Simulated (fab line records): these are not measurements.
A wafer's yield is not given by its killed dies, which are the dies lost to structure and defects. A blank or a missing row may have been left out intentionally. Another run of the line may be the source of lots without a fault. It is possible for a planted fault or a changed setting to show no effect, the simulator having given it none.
2 desks looking at one fault / flow n5 finfet / numbers are kept per desk, each desk with only its own; the story behind them comes last

THE METROLOGY DESK
What the gauges read, lot by lot, whatever tool the lot ran on: means of the sampled wafers that have a number. If a lot's mean is further than 4 standard deviations from the usual mean, the lot is out of limits and carries the mark OUT (the distance appears in the brackets). It has 10 readings; the 7 that lie furthest out on some lot are the ones shown.
Columns: A = DIBL_N at N5_BEOL_M4_RC_MEAS_101, usual 36.4 mV/V; B = DIBL_P at N5_BEOL_M4_RC_MEAS_101, usual 36.4 mV/V; C = IOFF_P at N5_BEOL_M4_RC_MEAS_101, usual 0.210 nA/um; D = ION_N at N5_BEOL_M4_RC_MEAS_101, usual 675 uA/um; E = ION_P at N5_BEOL_M4_RC_MEAS_101, usual 463 uA/um; F = SS_P at N5_BEOL_M4_RC_MEAS_101, usual 73.3 mV/dec; G = VT_P at N5_BEOL_M4_RC_MEAS_101, usual -250.3 mV
lot=L973; first seen here=day 9 12:20; A=35.9; B=34.7; C=0.185; D=677; E=457; F=73.5; G=-251.8
lot=L975; first seen here=day 10 07:53; A=34.6; B=36.0; C=0.211; D=676; E=465; F=72.5; G=-249.9
lot=L977; first seen here=day 10 18:31; A=37.6; B=37.5; C=0.200; D=668; E=458; F=73.8; G=-252.7
lot=L979; first seen here=day 11 09:09; A=36.3; B=37.1; C=0.200; D=673; E=459; F=73.0; G=-249.1
lot=L980; first seen here=day 11 17:06; A=37.6; B=38.1; C=0.195; D=675; E=455; F=73.6; G=-252.9
lot=L985; first seen here=day 12 16:17; A=37.0; B=35.5; C=0.214; D=683; E=463; F=73.1; G=-248.3
lot=L987; first seen here=day 13 13:28; A=37.5; B=36.8; C=0.207; D=686; E=465; F=73.8; G=-251.8
lot=L991; first seen here=day 14 05:38; A=37.5; B=37.4; C=0.219; D=681; E=465; F=73.5; G=-250.6
lot=L992; first seen here=day 14 15:42; A=36.6; B=37.2; C=0.233; D=677; E=470; F=73.8; G=-249.5
Finding of this desk: none of the 9 lots has anything out of limits.

DESK OF THE TOOL OWNER: rie diel-03
The tool's own readings at N5_SDB_ETCH_17 (etches SiARC in CF4, target depth 23.4 nm, time 39 s): means of the sampled wafers that have a number, for each lot that ran on this tool. If a lot's mean is further than 4 standard deviations from the usual mean, the lot is out of limits and carries the mark OUT (the distance appears in the brackets).
Columns: A = bias w at N5_SDB_ETCH_17, usual 36.00 W; B = drypump motor current A at N5_SDB_ETCH_17, usual 5.9 A; C = etch rf on time s at N5_SDB_ETCH_17, usual 39.0 s; D = oes product au at N5_SDB_ETCH_17, usual 0.67 a.u.; E = rf vpp V at N5_SDB_ETCH_17, usual 184.6 V; F = showerhead plenum p Torr at N5_SDB_ETCH_17, usual 2.18 Torr; G = throttle valve pct at N5_SDB_ETCH_17, usual 15.57 %
lot=L973; first seen here=day 4 11:37; A=35.93; B=6.2; C=38.9; D=0.66; E=184.0; F=2.17; G=15.62
lot=L975; first seen here=day 5 01:29; A=35.98; B=6.5; C=39.6; D=0.62; E=185.4; F=2.21; G=15.57
lot=L979; first seen here=day 5 22:49; A=35.24 (-7.6) OUT; B=6.4; C=39.8; D=0.63; E=182.0; F=2.19; G=15.54
lot=L980; first seen here=day 6 04:07; A=35.26 (-7.4) OUT; B=6.4; C=39.5; D=0.63; E=182.0; F=2.19; G=15.55
Finding of this desk: L979, L980 out of limits; the first was L979 at day 5 22:49, on bias w at N5_SDB_ETCH_17. L973, L975: within limits.

TAKEN TOGETHER
An alarm could have come from the tool owner's desk at day 5 22:49, on L979, L980.
Metrology desk: nothing out of limits seen.
The metrology desk has L979, L980 on record, within its limits.
The lots listed all ran N5_SDB_ETCH_17 on rie diel-03.

WHAT THE SIMULATOR HAD INSERTED
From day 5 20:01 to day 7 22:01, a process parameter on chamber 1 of rie diel-03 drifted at N5_SDB_ETCH_17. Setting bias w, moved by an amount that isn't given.
Struck lots among those shown: L979, L980.
Hours from the fault's start to each desk's first reading out of limits: the tool owner's desk, 3.
